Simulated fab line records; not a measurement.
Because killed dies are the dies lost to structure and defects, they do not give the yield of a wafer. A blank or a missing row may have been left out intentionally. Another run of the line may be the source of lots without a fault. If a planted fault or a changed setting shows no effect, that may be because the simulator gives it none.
The tool behind it: which one?	flow nand_harc	72 wafers from 24 lots sampled at 6 of the route's 1159 steps

## WHAT EACH GAUGE READ, for each wafer
The record holds no reading of a measuring or inspecting step that can be judged against a usual standard deviation.

## TOOL THAT RAN EACH LOT (tool first, then ch and the chambers of the sampled wafers, then the start)
lot	NHARC_A_BLC_ETCH_17	NHARC_A_BLC_STRIP_21	NHARC_A_BLC_PVD_32	NHARC_A_BLC_ALD_23	NHARC_A_M0_DESCUM_14	NHARC_A_M1_PRE_CLEAN_30
L076	rie_diel-08 ch 0,2,3, day 17 15:51 or earlier	rie_diel-04 ch 0,1,2, day 17 15:51	pvd_sputter-03, day 17 16:33 or earlier	ald_metal-04 ch 1,2,3, day 17 16:33	rie_diel-02 ch 0,1,3, day 17 23:16	pvd_sputter-02, no start
L075	rie_diel-04 ch 0,3, day 17 22:22 or earlier	rie_diel-08 ch 2,3, day 17 22:22	pvd_sputter-03, day 17 23:02 or earlier	ald_metal-03 ch 0,1,2, day 17 23:02	rie_diel-12 ch 1,2,3, day 18 02:24	pvd_sputter-02, no start
L077	rie_diel-04 ch 0,2,3, day 17 23:47 or earlier	rie_diel-08 ch 0,1,2, day 17 23:47	pvd_sputter-02, day 18 00:28 or earlier	ald_metal-01 ch 0,3, day 18 00:28	rie_diel-12 ch 0,1,3, day 18 03:44	pvd_sputter-01, no start
L080	rie_diel-04 ch 1,2,3, day 18 04:05 or earlier	rie_diel-04 ch 0,2,3, day 18 04:05	pvd_sputter-01, day 18 04:47 or earlier	ald_metal-01 ch 0,2,3, day 18 04:47	rie_diel-09 ch 0,1,2, day 18 07:01	pvd_sputter-03, no start
L078	rie_diel-08 ch 0,3, day 18 10:39 or earlier	rie_diel-13 ch 2,3, day 18 10:39	pvd_sputter-03, day 18 11:19 or earlier	ald_metal-03 ch 0,1,2, day 18 11:19	rie_diel-12 ch 1,3, day 18 13:33	pvd_sputter-01, no start
L079	rie_diel-04 ch 0,2, day 18 15:18 or earlier	rie_diel-04 ch 0,1,2, day 18 15:18	pvd_sputter-03, day 18 16:00 or earlier	ald_metal-01 ch 1,2,3, day 18 16:00	rie_diel-12 ch 1,2,3, day 18 18:05	pvd_sputter-02, no start
L074	rie_diel-08 ch 0,1,2, day 18 19:46 or earlier	rie_diel-08 ch 0,2,3, day 18 19:46	pvd_sputter-03, day 18 20:26 or earlier	ald_metal-03 ch 2,3, day 18 20:26	rie_diel-02 ch 1,3, day 19 02:11	pvd_sputter-03, no start
L081	rie_diel-08 ch 0,2, day 19 03:17 or earlier	rie_diel-04 ch 0,1, day 19 03:17	pvd_sputter-03, day 19 03:58 or earlier	ald_metal-04 ch 0,2, day 19 03:58	rie_diel-02 ch 0,1, day 19 07:34	pvd_sputter-03, no start
L082	rie_diel-08 ch 1,2, day 19 07:25 or earlier	rie_diel-08 ch 1,2,3, day 19 07:25	pvd_sputter-02, day 19 08:04 or earlier	ald_metal-01 ch 1,3, day 19 08:04	rie_diel-09 ch 0,1, day 19 11:15	pvd_sputter-02, no start
L083	rie_diel-04 ch 0,1,3, day 19 16:34 or earlier	rie_diel-04 ch 0,1,2, day 19 16:34	pvd_sputter-03, day 19 17:17 or earlier	ald_metal-03 ch 0,1,3, day 19 17:17	rie_diel-12 ch 1,2,3, day 19 19:30	pvd_sputter-01, no start
L085	rie_diel-08 ch 1,2,3, day 19 16:50 or earlier	rie_diel-08 ch 0,1,3, day 19 16:50	pvd_sputter-01, day 19 17:35 or earlier	ald_metal-04 ch 0,1,3, day 19 17:35	rie_diel-09 ch 1,2,3, day 19 19:53	pvd_sputter-02, no start
L084	rie_diel-04 ch 0,2, day 20 04:42 or earlier	rie_diel-04 ch 0,1,2, day 20 04:42	pvd_sputter-02, day 20 05:22 or earlier	ald_metal-03 ch 0,2, day 20 05:22	rie_diel-12 ch 0,1, day 20 16:53	pvd_sputter-02, no start
L088	rie_diel-08 ch 1,2, day 20 05:26 or earlier	rie_diel-08 ch 0,1, day 20 05:26	pvd_sputter-01, day 20 06:07 or earlier	ald_metal-04 ch 1,2, day 20 06:07	rie_diel-02 ch 0,1,3, day 20 22:12	pvd_sputter-01, no start
L087	rie_diel-04 ch 2,3, day 20 06:11 or earlier	rie_diel-08 ch 0,1,3, day 20 06:11	pvd_sputter-02, day 20 06:50 or earlier	ald_metal-03 ch 1,2,3, day 20 06:50	rie_diel-09 ch 1,2,3, day 20 22:34	pvd_sputter-01, no start
L086	rie_diel-08 ch 0,1,3, day 20 17:52 or earlier	rie_diel-13 ch 0,1,3, day 20 17:52	pvd_sputter-01, day 20 18:33 or earlier	ald_metal-04 ch 0,1,3, day 20 18:33	rie_diel-12 ch 1,2, day 21 04:40	pvd_sputter-02, no start
L089	rie_diel-04 ch 2,3, day 21 06:53 or earlier	rie_diel-04 ch 0,3, day 21 06:53	pvd_sputter-03, day 21 07:37 or earlier	ald_metal-01 ch 1,2,3, day 21 07:37	rie_diel-12 ch 1,2, day 21 15:47	pvd_sputter-01, no start
L090	rie_diel-08 ch 0,3, day 21 16:49 or earlier	rie_diel-04 ch 0,1,3, day 21 16:49	pvd_sputter-03, day 21 17:31 or earlier	ald_metal-01 ch 1,2,3, day 21 17:31	rie_diel-02 ch 2,3, day 22 00:00	pvd_sputter-02, no start
L094	rie_diel-13 ch 0,1,2, day 21 17:19 or earlier	rie_diel-08 ch 1,2, day 21 17:19	pvd_sputter-03, day 21 18:00 or earlier	ald_metal-03 ch 0,1,3, day 21 18:00	rie_diel-12 ch 1,2,3, day 22 01:02	pvd_sputter-03, no start
L091	rie_diel-08 ch 2,3, day 22 01:43 or earlier	rie_diel-04 ch 1,2,3, day 22 01:43	pvd_sputter-03, day 22 02:25 or earlier	ald_metal-01 ch 1,2,3, day 22 02:25	rie_diel-12 ch 0,2,3, day 22 04:37	pvd_sputter-01, no start
L092	rie_diel-08 ch 1,2,3, day 22 03:26 or earlier	rie_diel-04 ch 1,2,3, day 22 03:26	pvd_sputter-02, day 22 04:08 or earlier	ald_metal-01 ch 2,3, day 22 04:08	rie_diel-09 ch 0,2, day 22 08:11	pvd_sputter-02, no start
L093	rie_diel-13 ch 2,3, day 22 03:37 or earlier	rie_diel-08 ch 1,2,3, day 22 03:37	pvd_sputter-03, day 22 04:18 or earlier	ald_metal-04 ch 0,2,3, day 22 04:18	rie_diel-12 ch 0,1,3, day 22 08:35	pvd_sputter-03, no start
L095	rie_diel-04 ch 0,1,3, day 22 14:13 or earlier	rie_diel-04 ch 1,2,3, day 22 14:13	pvd_sputter-03, day 22 14:55 or earlier	ald_metal-01 ch 0,2,3, day 22 14:55	rie_diel-09 ch 0,1,3, day 22 17:02	pvd_sputter-03, no start
L096	rie_diel-08 ch 2,3, day 22 17:42 or earlier	rie_diel-04 ch 0,1, day 22 17:42	pvd_sputter-03, day 22 18:23 or earlier	ald_metal-01 ch 1,2, day 22 18:23	rie_diel-12 ch 0,1, day 22 20:39	pvd_sputter-01, no start
L097	rie_diel-04 ch 1,2,3, day 23 01:03 or earlier	rie_diel-13 ch 0,3, day 23 01:03	pvd_sputter-02, day 23 01:46 or earlier	ald_metal-03 ch 1,2,3, day 23 01:46	rie_diel-09 ch 0,1, day 23 05:11	pvd_sputter-03, no start
- NHARC_A_BLC_ETCH_17: etches the open film in N2/H2, target depth 390 nm, time 609.38 s.
- NHARC_A_BLC_STRIP_21: strips in O2.
- NHARC_A_BLC_PVD_32: deposits Ti, target thk 5 nm, time 17.7 s.
- NHARC_A_BLC_ALD_23: deposits TiN, target thk 3 nm, pulse time 1 s, ald cycles 150.
- NHARC_A_M0_DESCUM_14: chemistry O2, time 3 s.
- NHARC_A_M1_PRE_CLEAN_30: time 30 s.

## WHAT THE TOOLS THEMSELVES READ (means of the sampled wafers that have a number; where no wafer has one, the mark that the record gives instead)
NHARC_A_BLC_ETCH_17.
lot	tool	drypump_motor_current_A (A)	n2_flow_sccm (sccm)	oes_product_au (a.u.)	rf_vpp_V (V)	showerhead_plenum_p_Torr (Torr)	throttle_valve_pct (%)
L076	rie_diel-08	5.9	150.2	0.994	429.9	2.04	14.167
L075	rie_diel-04	6.2	149.9	1.000	428.9	1.99	14.170
L077	rie_diel-04	6.0	150.1	0.996	428.9	1.98	14.174
L080	rie_diel-04	5.7	149.7	0.997	427.4	1.93	14.177
L078	rie_diel-08	5.8	149.9	0.992	430.6	2.05	14.174
L079	rie_diel-04	5.8	150.2	0.993	431.0	2.07	14.170
L074	rie_diel-08	6.2	150.0	0.996	430.2	2.05	14.176
L081	rie_diel-08	5.9	150.4	0.989	432.3	2.09	14.167
L082	rie_diel-08	6.3	150.1	0.997	430.4	2.04	14.166
L083	rie_diel-04	5.8	150.2	0.995	429.9	2.01	14.168
L085	rie_diel-08	6.2	149.8	1.004	429.8	1.99	14.171
L084	rie_diel-04	5.8	149.8	1.001	428.7	1.98	14.170
L088	rie_diel-08	6.3	150.1	0.993	431.0	2.04	14.176
L087	rie_diel-04	5.9	149.7	1.005	426.7	1.89	14.180
L086	rie_diel-08	6.2	150.1	1.000	429.1	2.00	14.170
L089	rie_diel-04	6.2	149.8	1.006	426.7	1.90	14.173
L090	rie_diel-08	5.8	150.6	1.009	430.7	2.05	14.174
L094	rie_diel-13	5.4	150.1	1.009	432.2	2.11	14.166
L091	rie_diel-08	6.0	150.4	1.001	430.5	2.02	14.173
L092	rie_diel-08	6.2	149.9	0.997	429.5	1.99	14.171
L093	rie_diel-13	5.6	150.0	1.003	434.7	2.20	14.169
L095	rie_diel-04	5.8	150.0	1.001	429.9	2.01	14.176
L096	rie_diel-08	6.0	149.8	0.985	429.9	2.02	14.171
L097	rie_diel-04	5.7	150.4	1.004	427.6	1.92	14.175

NHARC_A_BLC_STRIP_21.
lot	tool	drypump_motor_current_A (A)	oes_product_au (a.u.)	rf_vpp_V (V)	showerhead_plenum_p_Torr (Torr)	throttle_valve_pct (%)
L076	rie_diel-04	5.6	0.992	57.3	3.48	17.038
L075	rie_diel-08	6.0	0.999	57.7	3.50	17.038
L077	rie_diel-08	6.2	0.992	57.8	3.54	17.044
L080	rie_diel-04	6.0	0.998	57.7	3.44	17.041
L078	rie_diel-13	5.7	1.004	57.9	3.61	17.037
L079	rie_diel-04	5.6	0.995	58.3	3.48	17.036
L074	rie_diel-08	5.9	0.998	57.6	3.52	17.039
L081	rie_diel-04	5.4	0.991	57.3	3.52	17.039
L082	rie_diel-08	6.2	1.000	57.8	3.45	17.044
L083	rie_diel-04	5.6	1.001	57.8	3.48	17.040
L085	rie_diel-08	6.2	1.002	58.0	3.47	17.036
L084	rie_diel-04	5.6	0.995	57.6	3.48	17.045
L088	rie_diel-08	6.4	0.990	57.9	3.48	17.041
L087	rie_diel-08	6.2	0.991	57.8	3.47	17.037
L086	rie_diel-13	5.5	1.012	57.5	3.63	17.031
L089	rie_diel-04	6.1	1.000	57.4	3.57	17.035
L090	rie_diel-04	5.8	1.001	57.8	3.48	17.033
L094	rie_diel-08	6.2	0.989	57.5	3.52	17.040
L091	rie_diel-04	5.7	1.005	57.3	3.34	17.039
L092	rie_diel-04	5.7	1.000	57.1	3.34	17.032
L093	rie_diel-08	6.2	0.996	57.7	3.45	17.052
L095	rie_diel-04	5.7	1.000	57.2	3.34	17.031
L096	rie_diel-04	5.4	0.999	57.3	3.52	17.036
L097	rie_diel-13	5.5	0.999	57.8	3.65	17.037

NHARC_A_BLC_PVD_32.
lot	tool	cathode_dc_power_W (W)	throttle_valve_pct (%)
L076	pvd_sputter-03	4999.7	29.2
L075	pvd_sputter-03	4998.9	29.0
L077	pvd_sputter-02	5001.1	29.5
L080	pvd_sputter-01	5000.4	29.0
L078	pvd_sputter-03	5000.7	28.6
L079	pvd_sputter-03	5000.3	28.8
L074	pvd_sputter-03	4999.7	29.3
L081	pvd_sputter-03	4999.3	28.9
L082	pvd_sputter-02	4999.5	29.3
L083	pvd_sputter-03	5000.6	28.9
L085	pvd_sputter-01	4999.6	29.3
L084	pvd_sputter-02	4999.5	29.6
L088	pvd_sputter-01	4999.7	29.9
L087	pvd_sputter-02	5000.0	29.6
L086	pvd_sputter-01	4999.1	29.7
L089	pvd_sputter-03	4999.7	28.9
L090	pvd_sputter-03	4999.3	29.3
L094	pvd_sputter-03	5000.9	28.7
L091	pvd_sputter-03	4999.6	29.1
L092	pvd_sputter-02	5000.1	29.6
L093	pvd_sputter-03	4999.1	29.0
L095	pvd_sputter-03	4999.0	28.6
L096	pvd_sputter-03	5000.7	29.1
L097	pvd_sputter-02	5001.2	29.6

NHARC_A_BLC_ALD_23.
lot	tool	heater_power_w (W)	precursor_pulse_height_rel
L076	ald_metal-04	1152	0.981
L075	ald_metal-03	1084	1.003
L077	ald_metal-01	1167	1.009
L080	ald_metal-01	1111	1.005
L078	ald_metal-03	1066	1.008
L079	ald_metal-01	1077	0.997
L074	ald_metal-03	978	1.014
L081	ald_metal-04	990	1.012
L082	ald_metal-01	1131	1.000
L083	ald_metal-03	1108	1.000
L085	ald_metal-04	1115	1.009
L084	ald_metal-03	1159	1.000
L088	ald_metal-04	1067	0.992
L087	ald_metal-03	997	0.987
L086	ald_metal-04	1128	0.998
L089	ald_metal-01	1100	1.011
L090	ald_metal-01	1091	0.986
L094	ald_metal-03	1105	1.015
L091	ald_metal-01	1102	0.993
L092	ald_metal-01	1234	0.996
L093	ald_metal-04	1064	1.000
L095	ald_metal-01	1096	0.987
L096	ald_metal-01	1037	0.991
L097	ald_metal-03	1010	1.000

NHARC_A_M0_DESCUM_14.
lot	tool	drypump_motor_current_A (A)	oes_product_au (a.u.)	rf_vpp_V (V)	showerhead_plenum_p_Torr (Torr)	throttle_valve_pct (%)
L076	rie_diel-02	5.5	0.998	58.5	1.94	11.306
L075	rie_diel-12	5.3	1.001	57.3	1.86	11.308
L077	rie_diel-12	5.4	1.001	57.2	1.87	11.302
L080	rie_diel-09	5.6	0.991	57.8	1.87	11.306
L078	rie_diel-12	5.5	0.988	58.4	1.88	11.310
L079	rie_diel-12	5.4	0.984	56.9	1.86	11.313
L074	rie_diel-02	5.6	0.999	57.5	1.95	11.309
L081	rie_diel-02	5.2	1.001	58.2	1.98	11.302
L082	rie_diel-09	5.1	1.002	56.9	1.88	11.301
L083	rie_diel-12	5.4	0.999	57.4	1.85	11.300
L085	rie_diel-09	5.9	1.001	57.9	1.88	11.303
L084	rie_diel-12	5.6	1.003	57.3	1.85	11.310
L088	rie_diel-02	5.5	0.994	58.1	1.93	11.307
L087	rie_diel-09	5.9	0.993	56.7	1.88	11.316
L086	rie_diel-12	5.5	0.983	57.5	1.82	11.302
L089	rie_diel-12	5.5	0.992	56.3	1.82	11.314
L090	rie_diel-02	6.0	0.995	57.8	1.90	11.322
L094	rie_diel-12	5.3	0.986	58.1	1.85	11.309
L091	rie_diel-12	5.3	0.995	57.2	1.84	11.306
L092	rie_diel-09	6.0	0.990	57.5	1.81	11.308
L093	rie_diel-12	5.4	1.000	58.5	1.87	11.319
L095	rie_diel-09	5.5	0.988	57.9	1.89	11.307
L096	rie_diel-12	5.6	0.999	57.5	1.85	11.314
L097	rie_diel-09	5.1	1.000	57.3	1.93	11.318

NHARC_A_M1_PRE_CLEAN_30.
lot	tool	heater_power_w (W)
L076	pvd_sputter-02	396
L075	pvd_sputter-02	395
L077	pvd_sputter-01	375
L080	pvd_sputter-03	401
L078	pvd_sputter-01	410
L079	pvd_sputter-02	397
L074	pvd_sputter-03	395
L081	pvd_sputter-03	414
L082	pvd_sputter-02	443
L083	pvd_sputter-01	395
L085	pvd_sputter-02	442
L084	pvd_sputter-02	383
L088	pvd_sputter-01	417
L087	pvd_sputter-01	392
L086	pvd_sputter-02	436
L089	pvd_sputter-01	397
L090	pvd_sputter-02	404
L094	pvd_sputter-03	388
L091	pvd_sputter-01	398
L092	pvd_sputter-02	425
L093	pvd_sputter-03	399
L095	pvd_sputter-03	392
L096	pvd_sputter-01	397
L097	pvd_sputter-03	388

## THE ANSWER, worked out from the rows above alone
Rule: the lots themselves supply what counts as usual. Put in order of their means at a reading, lots are off if they are a third of the lots or fewer, leave a main group of 4 or more, and stand apart from it by a gap of 3 or more times the standard deviation of the main group's means; of several such gaps the widest counts. The tables above print the reading to a certain number of digits; a main group whose means all agree to those digits is not used. A lot without any number at a reading at which 4 lots or more have one is off too. Where the step has rows for the other lots, those lots are counted as sound. After the gauges, taken in route order, come the tools' own readings; for these a lot's mean is taken, as printed above. The first step at which some lot is off is used, and at that step the reading that is off furthest; a lot without a number counts as furthest.
None of the lots is off at any reading shown; this tells nothing.

## WHAT WAS PUT IN BY THE SIMULATOR
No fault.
